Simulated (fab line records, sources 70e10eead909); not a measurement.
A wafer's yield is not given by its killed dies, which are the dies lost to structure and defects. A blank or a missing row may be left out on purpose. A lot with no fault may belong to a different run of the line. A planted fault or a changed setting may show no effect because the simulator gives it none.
fab line records -- flow nandHarc
[record] lots = 6, wafers = 18, lastDay = 33
route steps=1302 shown THIN_TSV@1257 END@1302
lots with no fault: from the same line, run without faults
startH: hours from the record's opening day to when the first of the lot's shown wafers began -- waitH: time in hours since the lot's previous step -- " as in the row above -- L1.1+2: a row that stands for several wafers -- - no value present, or no start provided -- * or withheld: withheld -- < > ~ a bound
route shown NAME@n: NAME is a module with steps in the file, n the number in the route of the first one -- usual: the fault-free wafers' mean and standard deviation -- same: alike in all rows -- chamber/n: place in a boat -- sites: each site's reading -- _std_site: standard deviation across them -- _edge_site: outer sites' mean less inner sites' -- radiusMm: for every site, how far away it sits from the centre of the wafer -- mask NAME#n: copy n -- behind: the tool/chamber that last shaped the wafer -- hold: reason for holding the lot/hours on hold/outcome of the hold -- device: names the non-switching transistor (n, p or np) -- end of line: tests of these same wafers at the route's end -- where a step has no rows: the recipe by itself -- killed: the dies lost at the first sort to structure and to defects; this is not the yield of the wafer -- map: the dies of a wafer, with x for killed, . for not killed, _ for no die there
set.NAME: the setting that was run; set.NAME@STEP: the one run at that earlier step -- model.NAME: the simulator's own value behind a step, which no gauge read
certain route steps with their lots: each step a table, each wafer a row
services: a tool's chamber out of use, with start hour (startH, from the record's first day; less than 0 if before it), hours out, and reason
[[steps]]
[step NHARC_THIN_TSV_PEB_10]
[recipe] pebTempC = 118, pebTimeS = 85
[step NHARC_THIN_TSV_DEVELOP_11]
[recipe] timeS = 70
[step NHARC_THIN_TSV_CD_MEAS_12]
[recipe] targetCdNm = 1000, landingEnergyEv = 500
[usual] cdNm = 1000.2/2.1
lot.wafer,tool,chamber,startH,waitH,cdNm
L808.2,cdSem-03,0,552.95,-,1001.1
L808.4,cdSem-03,0,552.95,-,1000.1
L808.5,cdSem-03,0,552.95,-,1000.4
L816.1,cdSem-03,0,643.99,-,1003.4
L816.4,cdSem-03,0,643.99,-,999.1
L816.5,cdSem-03,0,643.99,-,997.3
L817.2,cdSem-01,0,659.02,-,999.8
L817.3,cdSem-01,0,659.02,-,998.7
L817.5,cdSem-01,0,659.02,-,1001.0
L821.1,cdSem-01,0,695.00,-,1001.2
L821.4,cdSem-01,0,695.00,-,1001.9
L821.5,cdSem-01,0,695.00,-,999.5
L825.2,cdSem-01,0,723.37,-,1004.4
L825.3,cdSem-01,0,723.37,-,996.6
L825.6,cdSem-01,0,723.37,-,1003.0
L829.1,cdSem-02,0,768.01,-,1003.6
L829.4,cdSem-02,0,768.01,-,999.6
L829.5,cdSem-02,0,768.01,-,999.3
[step NHARC_THIN_TSV_HARDBAKE_13]
[recipe] tempC = 125, timeS = 80
[step NHARC_THIN_TSV_DESCUM_14]
[recipe] timeS = 3, o2FlowSccm = 200, arFlowSccm = 0, biasPowerW = 0, chemistry = O2
[step NHARC_THIN_TSV_ETCH_44]
[recipe] targetDepthA = 15942, timeS = 797.1, cf4FlowSccm = 150, o2FlowSccm = 10, arFlowSccm = 0, rfW = 300, biasW = 800, chemistry = CF4/O2
[step NHARC_THIN_TSV_ETCH_15]
[recipe] targetDepthA = 30000, boschTargetOveretchCycles = 2, boschEtchStepS = 2.8, boschDepStepS = 1.2, boschCycles = 14
[usual] drypumpMotorCurrentA = 5.5/0.41
lot.wafer,tool,chamber,startH,waitH,drypumpMotorCurrentA,rfHoursCounterH
L808.4,rieSi-03,2,553.78,-,5.1,0.9
L808.2,rieSi-03,3,553.78,-,5.4,1.1
L808.5,rieSi-03,2,553.78,-,5.2,-
L816.4,rieSi-03,2,644.82,-,5.1,0.4
L816.1,rieSi-03,3,644.82,-,5.4,0.4
L816.5,rieSi-03,1,644.82,-,5.3,-
L817.2,rieSi-03,0,659.86,-,5.6,0.5
L817.3,rieSi-03,1,659.86,-,5.3,0.6
L817.5,rieSi-03,3,659.86,-,5.4,-
L821.1,rieSi-03,2,695.82,-,5.1,0.7
L821.4,rieSi-03,0,695.82,-,5.6,0.7
L821.5,rieSi-03,3,695.82,-,5.4,-
L825.2,rieSi-04,2,724.32,-,5.7,0.1
L825.3,rieSi-04,1,724.32,-,5.0,0.1
L825.6,rieSi-04,2,724.32,-,5.7,-
L829.4,rieSi-03,1,768.96,-,5.3,0.0
L829.1,rieSi-03,3,768.96,-,5.4,0.0
L829.5,rieSi-03,1,768.96,-,5.3,-
[step NHARC_THIN_TSV_CD_MEAS_16]
[usual] cdNm = 1000.4/2.3
lot.wafer,tool,chamber,startH,waitH,cdNm
L808.2,cdSem-01,-,553.91,0.1,1002.8
L808.4,cdSem-01,-,553.91,0.1,999.4
L808.5,cdSem-01,-,553.91,0.1,1000.5
L816.1,cdSem-03,-,644.94,0.1,1004.6
L816.4,cdSem-03,-,644.94,0.1,997.8
L816.5,cdSem-03,-,644.94,0.1,997.1
L817.2,cdSem-03,-,659.98,0.1,1001.4
L817.3,cdSem-03,-,659.98,0.1,998.6
L817.5,cdSem-03,-,659.98,0.1,1001.7
L821.1,cdSem-01,-,695.96,0.1,1000.7
L821.4,cdSem-01,-,695.96,0.1,1003.3
L821.5,cdSem-01,-,695.96,0.1,999.3
L825.2,cdSem-02,-,724.48,0.1,1005.0
L825.3,cdSem-02,-,724.48,0.1,998.2
L825.6,cdSem-02,-,724.48,0.1,1002.4
L829.1,cdSem-03,-,769.10,0.1,1005.1
L829.4,cdSem-03,-,769.10,0.1,999.8
L829.5,cdSem-03,-,769.10,0.1,999.9
[step NHARC_THIN_TSV_STRIP_45]
[recipe] powerW = 1500, tempC = 250, chemistry = O2
[usual] drypumpMotorCurrentA = 5.9/0.39, heaterPowerW = 328/40
lot.wafer,tool,chamber,startH,waitH,drypumpMotorCurrentA,heaterPowerW,rfHoursCounterH
L808.2,plasmaAsher-02,1,554.03,0.1,5.5,312,28
L808.4,plasmaAsher-02,1,554.03,0.1,5.5,307,-
L808.5,plasmaAsher-02,1,554.03,0.1,5.5,315,-
L816.1,plasmaAsher-01,1,645.06,0.1,5.6,271,24
L816.4,plasmaAsher-01,1,645.06,0.1,5.6,281,-
L816.5,plasmaAsher-01,1,645.06,0.1,5.6,274,-
L817.2,plasmaAsher-01,0,660.05,0.1,5.9,344,27
L817.3,plasmaAsher-01,0,660.05,0.1,6.0,351,-
L817.5,plasmaAsher-01,0,660.05,0.1,5.9,356,-
L821.1,plasmaAsher-01,1,696.04,0.1,5.6,271,34
L821.4,plasmaAsher-01,0,696.04,0.1,6.0,346,-
L821.5,plasmaAsher-01,0,696.04,0.1,6.0,353,-
L825.2,plasmaAsher-01,1,724.56,0.1,5.6,282,2
L825.3,plasmaAsher-01,0,724.56,0.1,5.9,348,-
L825.6,plasmaAsher-01,1,724.56,0.1,5.6,279,-
L829.1,plasmaAsher-02,1,769.22,0.1,5.5,306,36
L829.4,plasmaAsher-02,1,769.22,0.1,5.5,306,-
L829.5,plasmaAsher-02,1,769.22,0.1,5.5,302,-
[step NHARC_THIN_TSV_STRIP_46]
[recipe] timeS = 1200, tempC = 72.5, chemistry = postEtchResidueRemover
[step NHARC_THIN_TSV_DEP_47]
[recipe] targetThkA = 2000, tempC = withheld, pressureTorr = 6.5, rfW = 900, teosFlowSccm = 161.4, flowSccm = 2650, targetThkNm = 200, gas = O2, material = SiO2
[step NHARC_THIN_TSV_ETCHBACK_48]
[recipe] targetDepthA = 10285, overEtchFrac = 0.3, timeS = 405.17, ionEnergyEv = 250, c4f8FlowSccm = withheld, arFlowSccm = withheld, rfW = 600, biasW = 300, chemistry = C4F8/Ar
[usual] oesProductAu = 0.943/0.03, rfVppV = 547.3/2.9
lot.wafer,tool,chamber,startH,waitH,oesProductAu,rfHoursCounterH,rfVppV
L808.2,rieDiel-07,3,555.22,-,0.956,4.7,547.5
L808.4,rieDiel-07,0,555.22,-,0.955,4.0,547.8
L808.5,rieDiel-07,3,555.22,-,0.966,-,547.3
L816.1,rieDiel-06,0,646.27,-,0.932,6.7,547.2
L816.4,rieDiel-06,1,646.27,-,0.896,7.5,546.4
L816.5,rieDiel-06,3,646.27,-,0.922,-,548.6
L817.2,rieDiel-07,2,661.31,-,0.977,0.5,550.9
L817.3,rieDiel-07,3,661.31,-,0.955,0.3,547.6
L817.5,rieDiel-07,1,661.31,-,0.985,-,542.5
L821.1,rieDiel-06,1,697.23,-,0.960,0.4,546.3
L821.4,rieDiel-06,0,697.23,-,0.950,0.4,548.0
L821.5,rieDiel-06,2,697.23,-,0.971,-,539.9
L825.2,rieDiel-07,1,725.78,-,1.002,5.0,543.4
L825.3,rieDiel-07,3,725.78,-,1.000,4.5,546.3
L825.6,rieDiel-07,1,725.78,-,1.001,-,542.1
L829.1,rieDiel-07,0,770.46,-,0.921,6.1,545.9
L829.4,rieDiel-07,3,770.46,-,0.926,6.3,547.6
L829.5,rieDiel-07,1,770.46,-,0.933,-,541.9
[step NHARC_THIN_TSV_STRIP_62]
[recipe] powerW = 1500, tempC = 250, timeS = 20, chemistry = N2/H2
[usual] drypumpMotorCurrentA = 5.9/0.44, heaterPowerW = 333/40
lot.wafer,tool,chamber,startH,waitH,drypumpMotorCurrentA,heaterPowerW,rfHoursCounterH
L808.2,plasmaAsher-02,0,555.56,-,6.5,393,29
L808.4,plasmaAsher-02,1,555.56,-,5.5,313,-
L808.5,plasmaAsher-02,1,555.56,-,5.5,308,-
L816.1,plasmaAsher-01,1,646.61,-,5.6,272,24
L816.4,plasmaAsher-01,0,646.61,-,5.9,345,-
L816.5,plasmaAsher-01,0,646.61,-,5.9,356,-
L817.2,plasmaAsher-01,0,661.63,-,5.9,355,27
L817.3,plasmaAsher-01,1,661.63,-,5.6,276,-
L817.5,plasmaAsher-01,0,661.63,-,5.9,342,-
L821.1,plasmaAsher-02,0,697.61,-,6.5,378,19
L821.4,plasmaAsher-02,1,697.61,-,5.5,305,-
L821.5,plasmaAsher-02,1,697.61,-,5.5,306,-
L825.2,plasmaAsher-01,0,726.14,-,5.9,345,3
L825.3,plasmaAsher-01,0,726.14,-,6.0,361,-
L825.6,plasmaAsher-01,1,726.14,-,5.6,283,-
L829.1,plasmaAsher-02,0,770.83,-,6.6,369,36
L829.4,plasmaAsher-02,0,770.83,-,6.6,378,-
L829.5,plasmaAsher-02,1,770.83,-,5.5,300,-
[step NHARC_THIN_TSV_DEGAS_49]
[recipe] tempC = 300, timeS = 120
[step NHARC_THIN_TSV_PRE_CLEAN_50]
[recipe] timeS = 30, tempC = 280, gas = H2/He
[step NHARC_THIN_TSV_PVD_19]
[recipe] targetThkA = 200, chamberPressurePa = 5, material = TaN
[step NHARC_THIN_TSV_PVD_51]
[recipe] targetThkA = 1000, chamberPressurePa = 5, material = Cu
[step NHARC_THIN_TSV_ECD_20]
[recipe] targetThkA = 20000, material = Cu
[step NHARC_THIN_TSV_ANNEAL_52]
[recipe] tempC = 225, timeS = 90
[step NHARC_THIN_TSV_CMP_21]
[recipe] tOverpolishS = 30, targetThkNm = 2000
[usual] motorCurrentA = 12.2/1.1, overpolishRunS = 30.000/0.0087
lot.wafer,tool,chamber,startH,waitH,motorCurrentA,overpolishRunS
L808.4,cmp-04,1,557.23,-,11.5,29.996
L808.2,cmp-04,2,557.23,-,10.8,30.019
L808.5,cmp-04,1,557.23,-,11.4,29.992
L816.1,cmp-04,0,648.31,-,11.9,29.998
L816.4,cmp-04,1,648.31,-,11.4,29.997
L816.5,cmp-04,1,648.31,-,11.4,29.998
L817.2,cmp-04,2,663.33,-,11.2,29.992
L817.3,cmp-04,1,663.33,-,11.6,30.000
L817.5,cmp-04,2,663.33,-,11.3,29.990
L821.4,cmp-01,2,699.28,-,13.3,30.003
L821.1,cmp-01,3,699.28,-,11.9,29.996
L821.5,cmp-01,3,699.28,-,11.6,30.001
L825.2,cmp-03,0,727.86,-,13.5,30.019
L825.3,cmp-03,2,727.86,-,10.5,30.000
L825.6,cmp-03,0,727.86,-,13.1,29.989
L829.1,cmp-04,3,772.50,-,13.4,29.998
L829.4,cmp-04,1,772.50,-,11.5,30.000
L829.5,cmp-04,3,772.50,-,12.6,29.995
[step NHARC_THIN_TSV_SRD_23]
[step NHARC_THIN_TSV_DEGAS_53]
[recipe] tempC = 300, timeS = 60
[step NHARC_THIN_TSV_PRE_CLEAN_54]
[recipe] timeS = 30, tempC = 280, gas = H2/He
[usual] heaterPowerW = 411/42
lot.wafer,tool,chamber,startH,waitH,heaterPowerW
L808.4,pvdSputter-01,-,557.78,0.0,387
L808.2,pvdSputter-01,-,557.78,0.0,362
L808.5,pvdSputter-01,-,557.78,0.0,385
L816.1,pvdSputter-01,-,648.84,0.1,346
L816.4,pvdSputter-01,-,648.84,0.1,447
L816.5,pvdSputter-01,-,648.84,0.1,349
L817.2,pvdSputter-03,-,663.86,0.0,426
L817.3,pvdSputter-03,-,663.86,0.0,443
L817.5,pvdSputter-03,-,663.86,0.0,430
L821.4,pvdSputter-03,-,699.84,0.1,428
L821.1,pvdSputter-03,-,699.84,0.1,417
L821.5,pvdSputter-03,-,699.84,0.1,429
L825.3,pvdSputter-03,-,728.37,0.0,434
L825.2,pvdSputter-03,-,728.37,0.0,416
L825.6,pvdSputter-03,-,728.37,0.0,357
L829.4,pvdSputter-01,-,773.03,0.1,370
L829.1,pvdSputter-01,-,773.03,0.1,356
L829.5,pvdSputter-01,-,773.03,0.1,355
[step NHARC_THIN_TSV_PVD_55]
[recipe] targetThkA = 500, material = TiN
[step NHARC_THIN_TSV_PVD_24]
[recipe] targetThkA = 8000, powerW = withheld, chamberPressurePa = withheld, substrateTempC = withheld, timeS = withheld, gas = Ar, material = Al
[step NHARC_THIN_TSV_DEHYDRATE_25]
[recipe] tempC = 150, timeS = 120
[step NHARC_THIN_TSV_HMDS_26]
[recipe] timeS = 30
[step NHARC_THIN_TSV_COAT_27]
[recipe] spinRpm = *
[step NHARC_THIN_TSV_SOFTBAKE_28]
[recipe] tempC = 122, timeS = 95
[step NHARC_THIN_TSV_EBR_29]
[step NHARC_THIN_TSV_EXPOSE_30]
[recipe] na = 0.55, doseMj = 11.47, maskId = PAD
[step NHARC_THIN_TSV_PEB_31]
[recipe] pebTempC = 118, pebTimeS = 85
[step NHARC_THIN_TSV_DEVELOP_32]
[recipe] timeS = 70
[step NHARC_THIN_TSV_CD_MEAS_33]
[recipe] targetCdNm = 5000, landingEnergyEv = 500
[usual] cdNm = 4998.2/1.9
lot.wafer,tool,chamber,startH,waitH,cdNm
L808.2,cdSem-01,0,558.71,-,4998.8
L808.4,cdSem-01,0,558.71,-,5001.2
L808.5,cdSem-01,0,558.71,-,4998.4
L816.1,cdSem-01,0,649.93,-,4996.8
L816.4,cdSem-01,0,649.93,-,4994.4
L816.5,cdSem-01,0,649.93,-,4997.9
L817.2,cdSem-02,0,664.80,-,4996.4
L817.3,cdSem-02,0,664.80,-,4997.2
L817.5,cdSem-02,0,664.80,-,5001.0
L821.1,cdSem-03,0,700.89,-,5000.2
L821.4,cdSem-03,0,700.89,-,4997.2
L821.5,cdSem-03,0,700.89,-,4994.8
L825.2,cdSem-02,0,729.44,-,4997.4
L825.3,cdSem-02,0,729.44,-,4996.4
L825.6,cdSem-02,0,729.44,-,4996.8
L829.1,cdSem-02,0,773.97,-,4998.9
L829.4,cdSem-02,0,773.97,-,4996.2
L829.5,cdSem-02,0,773.97,-,5000.5
[step NHARC_THIN_TSV_HARDBAKE_34]
[recipe] tempC = 125, timeS = 80
[step NHARC_THIN_TSV_DESCUM_35]
[recipe] timeS = 3, o2FlowSccm = 200, arFlowSccm = 0, biasPowerW = 0, chemistry = O2
[step NHARC_THIN_TSV_ETCH_59]
[recipe] targetDepthA = 8800, icpW = 900, biasW = 100, Cl2_flow_sccm = 60, bcl3FlowSccm = 30, timeS = 138.1, chemistry = Cl2/BCl3
[step NHARC_THIN_TSV_ETCH_36]
[recipe] targetDepthA = 650, overEtchFrac = 0.3, timeS = 18.571, ionEnergyEv = 150, chemistry = Cl2/BCl3
[step NHARC_THIN_TSV_STRIP_56]
[recipe] powerW = 1500, tempC = 250, chemistry = O2
[step NHARC_THIN_TSV_STRIP_57]
[recipe] timeS = 1200, tempC = 72.5, chemistry = postEtchResidueRemover
[step NHARC_THIN_TSV_CD_MEAS_37]
[usual] cdNm = 4999/3.1
lot.wafer,tool,chamber,startH,waitH,cdNm
L808.2,cdSem-02,-,560.16,-,5002
L808.4,cdSem-02,-,560.16,-,5000
L808.5,cdSem-02,-,560.16,-,4998
L816.1,cdSem-03,-,651.37,-,5001
L816.4,cdSem-03,-,651.37,-,4994
L816.5,cdSem-03,-,651.37,-,4995
L817.2,cdSem-02,-,666.24,-,4998
L817.3,cdSem-02,-,666.24,-,4994
L817.5,cdSem-02,-,666.24,-,5002
L821.1,cdSem-03,-,702.33,-,5001
L821.4,cdSem-03,-,702.33,-,5001
L821.5,cdSem-03,-,702.33,-,4994
L825.2,cdSem-01,-,730.88,-,5002
L825.3,cdSem-01,-,730.88,-,4992
L825.6,cdSem-01,-,730.88,-,5000
L829.1,cdSem-01,-,775.40,-,5004
L829.4,cdSem-01,-,775.40,-,4996
L829.5,cdSem-01,-,775.40,-,5000
[step NHARC_END_SORT_01]
[recipe] tempC = 25
[usual] defectLimitedYield = 91.7/2.5, killedAtArray = 52/18, killedAtOther = 1.0/1.4, killedAtPeriphery = 3.1/2.3, killedDies = 56/17, killedOpen = 3.0/1.7, killedShort = 2.5/1.7, sort_bin_2_pct = 3.0/1.1, sort_bin_3_pct = 0.6/0.36, sort_bin_4_pct = 4.8/1.4, sortNPass = 621/17, sortRimYieldPct = 91/4.6, sortYieldPct = 91.7/2.5
[same] grossDies = 677, sort_bin_5_pct[%] = 0, sort_bin_6_pct[%] = 0, sort_bin_7_pct[%] = 0, sort_bin_8_pct[%] = 0, sortRimNGross = 106.00
lot.wafer,tool,chamber,startH,waitH,defectLimitedYield[%],killedAtArray,killedAtOther,killedAtPeriphery,killedDies,killedOpen,killedShort,sort_bin_2_pct[%],sort_bin_3_pct[%],sort_bin_4_pct[%],sortNPass,sortRimYieldPct[%],sortYieldPct[%]
L816.1,prober-01,0,657.89,2.5,83.0,34,81,0,115,3,5,8.3,4.3,4.4,562,86,83.0
L817.2,prober-02,0,677.74,2.8,94.7,26,3,7,36,6,4,1.8,0,3.5,641,92,94.7
L817.3,prober-02,0,678.54,3.1,83.8,15,92,3,110,4,0,6.6,5.5,4.1,567,88,83.8
L817.5,prober-02,0,680.16,3.7,95.6,22,3,5,30,6,3,0.9,0.3,3.2,647,95,95.6
L821.1,prober-02,0,709.84,2.4,88.9,74,0,1,75,2,0,4.4,0.6,6.1,602,91,88.9
L821.4,prober-02,0,712.23,3.4,90.1,65,1,1,67,4,0,4.0,1.3,4.6,610,96,90.1
L821.5,prober-02,0,713.03,3.7,89.2,72,0,1,73,1,1,4.6,0.9,5.3,604,83,89.2
// killed by level:class
L816.1 THIN_TSV:unspecified=79 A_SLIT:chamberFilmFlake=16 A_CHANNEL_HOLE_D2:chamberFilmFlake=2 A_CHANNEL_FILL_D2:chamberFilmFlake=2 A_STAIRCASE:chamberFilmFlake=2 THIN_TSV:chamberFilmFlake=2 A_DECK1_JOINT:geometricParticle:open=1 A_DECK1_JOINT:geometricParticle:short=1
L817.2 A_CHANNEL_HOLE_D1:chamberFilmFlake=7 P_GATE:chamberFilmFlake=3 THIN_TSV:chamberFilmFlake=3 P_CONTACT:chamberFilmFlake=2 A_CHANNEL_FILL_D2:chamberFilmFlake=2 A_STAIRCASE:chamberFilmFlake=2 A_SLIT:chamberFilmFlake=2 A_WL_FILL:chamberFilmFlake=2
L817.3 THIN_TSV:unspecified=89 A_CHANNEL_HOLE_D1:chamberFilmFlake=4 THIN_TSV:chamberFilmFlake=3 A_WL_FILL:chamberFilmFlake=2 A_CONTACT:chamberFilmFlake=2 P_GATE:geometricParticle:open=1 A_CHANNEL_FILL_D1:geometricParticle:open=1 A_ONON_D2:geometricParticle:open=1
L817.5 A_CONTACT:chamberFilmFlake=4 A_CHANNEL_HOLE_D1:chamberFilmFlake=3 A_SLIT:chamberFilmFlake=3 THIN_TSV:chamberFilmFlake=3 A_SOURCE_PLATE:geometricParticle:open=2 P_GATE:chamberFilmFlake=2 A_CHANNEL_FILL_D2:chamberFilmFlake=2 A_STAIRCASE:chamberFilmFlake=2
L821.1 A_SLIT:chamberFilmFlake=29 A_CHANNEL_HOLE_D1:chamberFilmFlake=27 A_CHANNEL_HOLE_D2:chamberFilmFlake=11 A_CONTACT:chamberFilmFlake=2 A_ONON_D2:geometricParticle:open=1 A_CHANNEL_FILL_D2:geometricParticle:open=1 P_GATE:chamberFilmFlake=1 A_DECK1_JOINT:chamberFilmFlake=1
L821.4 A_CHANNEL_HOLE_D1:chamberFilmFlake=24 A_SLIT:chamberFilmFlake=22 A_CHANNEL_HOLE_D2:chamberFilmFlake=11 A_WL_FILL:chamberFilmFlake=4 P_M1:geometricParticle:open=1 A_DECK1_JOINT:geometricParticle:open=1 A_WL_FILL:geometricParticle:open=1 A_M1:geometricParticle:open=1
L821.5 A_SLIT:chamberFilmFlake=33 A_CHANNEL_HOLE_D1:chamberFilmFlake=20 A_CHANNEL_HOLE_D2:chamberFilmFlake=13 A_ZERO_WELL:chamberFilmFlake=2 A_SOURCE_PLATE:geometricParticle:short=1 A_CONTACT:geometricParticle:open=1 P_ZERO_WELL:chamberFilmFlake=1 A_WL_FILL:chamberFilmFlake=1
// map L816.1 (x killed, . not)
____________.____________
_________......._________
_______..........._______
______....x........______
_____..............._____
____.........xx......____
____....x............____
___...........x.......___
___...................___
__.x...................__
__.........x...........__
_x................x....._
_......................._
_......................._
_......................._
_.........x............._
.........................
......x..................
..........x..............
..............x..........
...................x.x...
_......................._
_......................._
_......................._
_.x........x....x......._
_......x..xxxx.........._
__.......xxxxx.........__
__....x.xxxxxxx........__
___....xxxxxxxxxx.....___
___....xxxxxxxxx.x....___
____....xxxxxxxxx.x..____
____...xxxxxxxxxx....____
_____..xxxxxxxxxxx.._____
______.xxxxxxxxxxxx______
_______.xxxxxxxxxx_______
_________xxxxx.._________
____________x____________
// map L817.3 (x killed, . not)
____________.____________
_________......._________
_______..........._______
______.............______
_____.........x....._____
____............x....____
____...........x.....____
___...................___
___.........x.........___
__......xx.............__
__.......x.............__
_.........x............._
_..x...................._
_......................._
_......................._
_......................._
.........................
......x..................
.........................
.........................
.........................
_......................x_
_......xxx.............._
_.x......x.x...........x_
_.........xx..x........._
_........xxxx..........._
__.......xxxxx..x......__
__.....xxxxxxxx........__
___.....xxxxxxxx......___
___....xxxxxxxxxx.....___
____...xxxxxxxxxx....____
____....xxxxxxxxxx...____
_____...xxxxxxxxxx.._____
______..xxxxxxxx...______
_______xxxxxxx.x.._______
_________.xxxxxx_________
____________x____________
[[services]]
tool,chamber,startH,hours,kind
cmp-01,-,533.24,1.0,repair
cmp-03,-,554.00,4.0,pm
rieSi-03,-,575.00,9.0,pm
pvdSputter-01,-,582.00,10.0,pm
pvdSputter-01,-,596.59,5.1,repair
rieDiel-07,3,600.17,7.3,repair
cmp-04,-,601.00,4.0,pm
plasmaAsher-02,-,603.28,9.0,pm
rieDiel-06,1,604.71,6.5,repair
rieDiel-07,-,648.27,9.0,pm
rieDiel-06,-,661.22,9.0,pm
cmp-04,-,676.52,0.7,repair
pvdSputter-01,-,681.77,2.2,repair
rieDiel-06,0,687.96,4.0,repair
rieSi-03,-,688.70,0.4,repair
plasmaAsher-01,-,696.32,9.0,pm
cmp-04,-,699.04,4.0,pm
pvdSputter-03,-,704.01,10.0,pm
cmp-04,-,722.22,4.6,repair
rieSi-03,-,752.00,9.0,pm
rieDiel-06,2,753.29,6.4,repair
pvdSputter-01,-,755.29,2.5,repair
pvdSputter-01,-,760.00,10.0,pm
rieDiel-07,0,767.17,3.0,repair
[[key]]
[firstSign] step = NHARC_END_SORT_01, reading = killedAtOther, direction = up, sigmas = 61, usual = 1.0, struck = 86.5
[effect] step = NHARC_END_SORT_01, reading = defectLimitedYield, direction = down, sigmas = 3.3, usual = 91.7, struck = 83.4
[moreKillsBornAt] NHARC_THIN_TSV_STRIP_62@plasmaAsher-01 = 168
metAt NHARC_THIN_TSV_STRIP_62
struckWafers L816.1,L817.3
[fault] kind = chamberParticleSource, tool = plasmaAsher-01, chamber = 1, onsetH = 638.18, steps = NHARC_THIN_TSV_STRIP_62, ratePerVisitCm2 = 1.3889, endH = 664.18
